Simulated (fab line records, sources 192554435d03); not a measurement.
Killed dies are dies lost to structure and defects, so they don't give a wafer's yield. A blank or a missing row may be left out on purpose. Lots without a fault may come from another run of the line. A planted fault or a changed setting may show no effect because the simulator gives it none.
Which tool did it? | flow n5_finfet | 11 lots, 32 wafers sampled, at 5 steps of a route of 1938

WHAT THE GAUGES READ, wafer by wafer
The record holds no reading of a measuring or inspecting step that can be judged against a usual standard deviation.

WHICH TOOL RAN EACH LOT (tool, then ch and the chambers of the sampled wafers, then the start)
lot  | N5_BEOL_M4_ANNEAL_95         | N5_BEOL_M4_CMP_52             | N5_BEOL_M5_EXPOSE_08              | N5_BEOL_M5_ETCH_62                 | N5_PASSIVATION_PROBE_49
L570 | pvd_sputter-03, day 7 22:52  | cmp-04 ch 0,3, day 7 23:30    | euv_scanner-01 ch 0, day 8 02:00  | rie_diel-05 ch 0,2,3, day 8 02:20  | -
L571 | pvd_sputter-03, day 8 03:57  | cmp-02 ch 2,3, day 8 04:35    | euv_scanner-02 ch 0, day 8 07:27  | rie_diel-01 ch 1,3, day 8 07:46    | -
L572 | pvd_sputter-01, day 8 08:46  | cmp-02 ch 0,3, day 8 09:25    | euv_scanner-02 ch 0, day 8 12:13  | rie_diel-01 ch 0,1,2, day 8 12:37  | -
L576 | pvd_sputter-02, day 9 08:18  | cmp-04 ch 0,1, day 9 08:59    | euv_scanner-02 ch 0, day 9 11:27  | rie_diel-03 ch 0,2, day 9 12:11    | -
L574 | pvd_sputter-01, day 9 09:48  | cmp-02 ch 0,1,2, day 9 10:38  | euv_scanner-02 ch 0, day 9 13:52  | rie_diel-03 ch 0,2, day 9 14:17    | -
L580 | pvd_sputter-01, day 9 21:34  | cmp-04 ch 0,3, day 9 22:12    | euv_scanner-02 ch 0, day 10 01:44 | rie_diel-05 ch 0,1,2, day 10 02:02 | -
L581 | pvd_sputter-02, day 10 16:39 | cmp-02 ch 0,1,3, day 10 17:17 | euv_scanner-02 ch 0, day 10 21:04 | rie_diel-01 ch 0,1,3, day 10 21:25 | -
L582 | pvd_sputter-01, day 10 19:53 | cmp-04 ch 1,2,3, day 10 20:31 | euv_scanner-01 ch 0, day 10 23:31 | rie_diel-01 ch 0,1,2, day 10 23:50 | -
L583 | pvd_sputter-03, day 11 05:56 | cmp-04 ch 0,1,3, day 11 06:39 | euv_scanner-02 ch 0, day 11 11:20 | rie_diel-01 ch 0,1, day 11 11:40   | -
L590 | pvd_sputter-02, day 12 21:14 | cmp-04 ch 1,3, day 12 22:00   | euv_scanner-02 ch 0, day 13 02:28 | rie_diel-01 ch 2, day 13 02:46     | prober-02, day 17 06:22
L591 | pvd_sputter-01, day 12 23:55 | cmp-04 ch 0,1,3, day 13 00:33 | euv_scanner-02 ch 0, day 13 04:02 | rie_diel-05 ch 0,1,3, day 13 04:27 | -
- N5_BEOL_M4_ANNEAL_95: time 240 s.
- N5_BEOL_M4_CMP_52: polishes, stops on SiOC, t overpolish 6.8 s, target thk 40 nm.
- N5_BEOL_M5_EXPOSE_08: exposes mask M5, target cd 28 nm.
- N5_BEOL_M5_ETCH_62: etches SOC in N2/H2, target depth 75 nm, overetch 15 nm, time 112.5 s.
- N5_PASSIVATION_PROBE_49

WHAT THE TOOLS THEMSELVES READ (means of the sampled wafers that have a number; where no wafer has one, the mark that the record gives instead)
N5_BEOL_M4_ANNEAL_95. Usual: heater_power_w 849 W, standard deviation 89; susceptor_temp_C_max 401.0, standard deviation 0.4.
lot  | tool           | heater_power_w (W) | susceptor_temp_C_max | flag
L570 | pvd_sputter-03 | 873                | 401.2                |
L571 | pvd_sputter-03 | 839                | 401.3                |
L572 | pvd_sputter-01 | 898                | 401.3                |
L576 | pvd_sputter-02 | 895                | 401.3                |
L574 | pvd_sputter-01 | 892                | 400.8                |
L580 | pvd_sputter-01 | 825                | 401.0                |
L581 | pvd_sputter-02 | 802                | 400.7                |
L582 | pvd_sputter-01 | 827                | 400.8                |
L583 | pvd_sputter-03 | 773                | 400.9                |
L590 | pvd_sputter-02 | 806                | 401.6                |
L591 | pvd_sputter-01 | 813                | 400.7                |

N5_BEOL_M4_CMP_52. Usual: barrier_field_endpoint_s 24.6 s, standard deviation 0.53; clearing_platen_down_force_psi 1.5001 psi, standard deviation 0.003; motor_current_A 6.3 A, standard deviation 0.64; overpolish_run_s 6.801 s, standard deviation 0.0097; time_to_endpoint_s 62.3 s, standard deviation 2.5.
lot  | tool   | barrier_field_endpoint_s (s) | clearing_platen_down_force_psi (psi) | motor_current_A (A) | overpolish_run_s (s) | time_to_endpoint_s (s) | flag
L570 | cmp-04 | 24.6                         | 1.5005                               | 6.2                 | 6.799                | 64.5                   |
L571 | cmp-02 | 24.4                         | 1.5004                               | 6.1                 | 6.801                | 65.8                   |
L572 | cmp-02 | 23.8                         | 1.5060                               | 6.0                 | 6.799                | 59.7                   |
L576 | cmp-04 | 24.1                         | 1.5023                               | 6.8                 | 6.798                | 60.7                   |
L574 | cmp-02 | 24.3                         | 1.4982                               | 5.8                 | 6.794                | 60.5                   |
L580 | cmp-04 | 25.1                         | 1.4998                               | 6.1                 | 6.796                | 65.4                   |
L581 | cmp-02 | 25.0                         | 1.5021                               | 6.0                 | 6.796                | 62.9                   |
L582 | cmp-04 | 25.1                         | 1.5022                               | 6.9                 | 6.802                | 61.9                   |
L583 | cmp-04 | 25.5                         | 1.5011                               | 6.6                 | 6.808                | 63.5                   |
L590 | cmp-04 | 24.5                         | 1.4990                               | 7.2                 | 6.793                | 61.4                   |
L591 | cmp-04 | 25.0                         | 1.4978                               | 6.6                 | 6.812                | 63.4                   |

N5_BEOL_M5_EXPOSE_08. Usual: exposure_dose_mJ_cm2 35.77, standard deviation 0.035; stage_msd_nm 0.82 nm, standard deviation 0.046.
lot  | tool           | exposure_dose_mJ_cm2 | stage_msd_nm (nm) | flag
L570 | euv_scanner-01 | 35.79                | 0.72              |
L571 | euv_scanner-02 | 35.78                | 0.84              |
L572 | euv_scanner-02 | 35.75                | 0.85              |
L576 | euv_scanner-02 | 35.77                | 0.84              |
L574 | euv_scanner-02 | 35.80                | 0.84              |
L580 | euv_scanner-02 | 35.81                | 0.84              |
L581 | euv_scanner-02 | 35.76                | 0.84              |
L582 | euv_scanner-01 | 35.77                | 0.73              |
L583 | euv_scanner-02 | 35.75                | 0.84              |
L590 | euv_scanner-02 | 35.95                | 0.84              | OFF
L591 | euv_scanner-02 | 36.03                | 0.83              | OFF

N5_BEOL_M5_ETCH_62. Usual: drypump_motor_current_A 5.7 A, standard deviation 0.57; h2_flow_sccm 200.1 sccm, standard deviation 0.61; oes_product_au 0.63 a.u., standard deviation 0.073; rf_vpp_V 524.7 V, standard deviation 3; showerhead_plenum_p_Torr 2.57 Torr, standard deviation 0.1; throttle_valve_pct 17.76 %, standard deviation 0.25.
lot  | tool        | drypump_motor_current_A (A) | h2_flow_sccm (sccm) | oes_product_au (a.u.) | rf_vpp_V (V) | showerhead_plenum_p_Torr (Torr) | throttle_valve_pct (%) | flag
L570 | rie_diel-05 | 5.9                         | 199.7               | 0.62                  | 521.5        | 2.45                            | 17.75                  |
L571 | rie_diel-01 | 5.5                         | 200.1               | 0.66                  | 527.0        | 2.67                            | 17.60                  |
L572 | rie_diel-01 | 6.1                         | 200.4               | 0.61                  | 526.0        | 2.65                            | 17.94                  |
L576 | rie_diel-03 | 5.2                         | 199.8               | 0.58                  | 526.2        | 2.63                            | 17.73                  |
L574 | rie_diel-03 | 5.2                         | 200.9               | 0.58                  | 527.0        | 2.63                            | 17.74                  |
L580 | rie_diel-05 | 5.6                         | 200.1               | 0.66                  | 521.6        | 2.47                            | 17.79                  |
L581 | rie_diel-01 | 5.6                         | 200.4               | 0.73                  | 526.2        | 2.64                            | 17.54                  |
L582 | rie_diel-01 | 6.1                         | 199.8               | 0.68                  | 525.7        | 2.64                            | 17.84                  |
L583 | rie_diel-01 | 5.9                         | 200.2               | 0.71                  | 527.3        | 2.66                            | 17.59                  |
L590 | rie_diel-01 | 6.4                         | 199.5               | 0.57                  | 526.7        | 2.63                            | 18.31                  |
L591 | rie_diel-05 | 5.8                         | 200.2               | 0.65                  | 522.1        | 2.46                            | 17.81                  |

N5_PASSIVATION_PROBE_49. Usual: defect_limited_yield 91.1 %, standard deviation 1.3; killed_at_M0_to_M3 36, standard deviation 10; killed_at_M4_up 14, standard deviation 4.4; killed_at_contacts 14, standard deviation 5.7; killed_at_front_end 39, standard deviation 9.4; killed_at_other 2.9, standard deviation 2.6; killed_dies 105, standard deviation 15; killed_open 70, standard deviation 12; killed_short 34, standard deviation 7.1; sort_bin_5_function 5.3 %, standard deviation 0.77; sort_bin_6_memory 3.3 %, standard deviation 0.66; sort_n_pass 1075, standard deviation 15; sort_yield_pct 91.1 %, standard deviation 1.3.
lot  | tool      | defect_limited_yield (%) | killed_at_M0_to_M3 | killed_at_M4_up | killed_at_contacts | killed_at_front_end | killed_at_other | killed_dies | killed_open | killed_short | sort_bin_5_function (%) | sort_bin_6_memory (%) | sort_n_pass | sort_yield_pct (%) | flag
L590 | prober-02 | 89.8                     | 38                 | 10              | 33                 | 39                  | 0.0             | 120         | 87          | 33           | 5.5                     | 4.4                   | 1060        | 89.8               | OFF

THE ANSWER, worked out from the rows above alone
Rule: a lot is off if the mean of its wafers that have a number lies more than 3 standard deviations from the usual mean. A lot without any number at a reading at which 4 lots or more have one is off too. The other lots that the step has rows for count as sound. The gauges are gone through in route order, then the tools' own readings, and for those a lot's mean is taken as printed above. The first step at which some lot is off is used, and at that step the reading that is off furthest; a lot without a number counts as furthest.
Off: L590, L591, at N5_BEOL_M5_EXPOSE_08 (exposure_dose_mJ_cm2).
A tool fits if, at that step or a process step before it, it ran every lot that is off, and no sound lot after the first of them. Can't be told from this: 2 tools fit, cmp-04 at N5_BEOL_M4_CMP_52, euv_scanner-02 at N5_BEOL_M5_EXPOSE_08.

WHAT THE SIMULATOR HAD PUT IN
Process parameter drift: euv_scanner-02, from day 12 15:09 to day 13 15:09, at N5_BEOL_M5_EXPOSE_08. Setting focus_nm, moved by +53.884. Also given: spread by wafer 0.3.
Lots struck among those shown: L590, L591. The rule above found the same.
